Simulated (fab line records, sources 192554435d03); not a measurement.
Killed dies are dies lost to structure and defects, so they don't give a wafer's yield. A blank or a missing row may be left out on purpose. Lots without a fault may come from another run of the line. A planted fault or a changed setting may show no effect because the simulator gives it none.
Chamber matching | flow n5_finfet | N5_BEOL_M11_ALD_74 on ald_metal-04: 4 sister chambers
The step deposits TaN, target thk 2 nm, pulse time 2 s, purge time 3 s. 7 wafers are shown with their chamber, then 8 later ones without.

WAFERS WITH THEIR CHAMBER
wafer  | chamber | heater_power_w (W) | susceptor_temp_C (C)
L082.2 | 0       | 346                | 275.18
L082.5 | 3       | 393                | 274.80
L087.5 | 3       | 373                | 275.06
L087.6 | 2       | 428                | 275.31
L093.2 | 0       | 341                | 275.01
L093.5 | 1       | 415                | 274.99
L091.1 | 1       | 423                | 274.83

WAFERS WITHOUT THEIR CHAMBER
wafer  | heater_power_w (W) | susceptor_temp_C (C)
L091.2 | 358                | 274.80
L091.4 | 418                | 275.09
L092.4 | 358                | 274.95
L092.5 | 333                | 274.73
L092.6 | 361                | 274.96
L095.1 | 335                | 275.13
L095.3 | 416                | 275.11
L095.5 | 371                | 275.01

WHICH CHAMBER EACH WENT THROUGH
wafer  | from the rows above     | in truth
L091.2 | can't be placed: 0 or 3 | 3
L091.4 | can't be placed: 1 or 2 | 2
L092.4 | can't be placed: 0 or 3 | 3
L092.5 | 0                       | 0
L092.6 | can't be placed: 0 or 3 | 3
L095.1 | 0                       | 0
L095.3 | can't be placed: 1 or 2 | 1
L095.5 | can't be placed: 3 or 0 | 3
Placed correctly: 2 of 8. Can't be placed from these rows: 6 (the true chamber is among the candidates in 6). Placed wrongly: 0.
How it was worked out, from the rows above alone: a wafer's distance from a chamber is the root of the sum, over the readings, of the square of ((its reading less the chamber's mean) divided by the reading's scatter). The wafer belongs to the nearest chamber; if the next one is less than 2 further off, it can't be placed. A chamber's mean is the mean of its shown wafers. The scatter: the root of (the sum of the squares of (reading less its chamber's mean) over the shown wafers, divided by (wafers less chambers)).
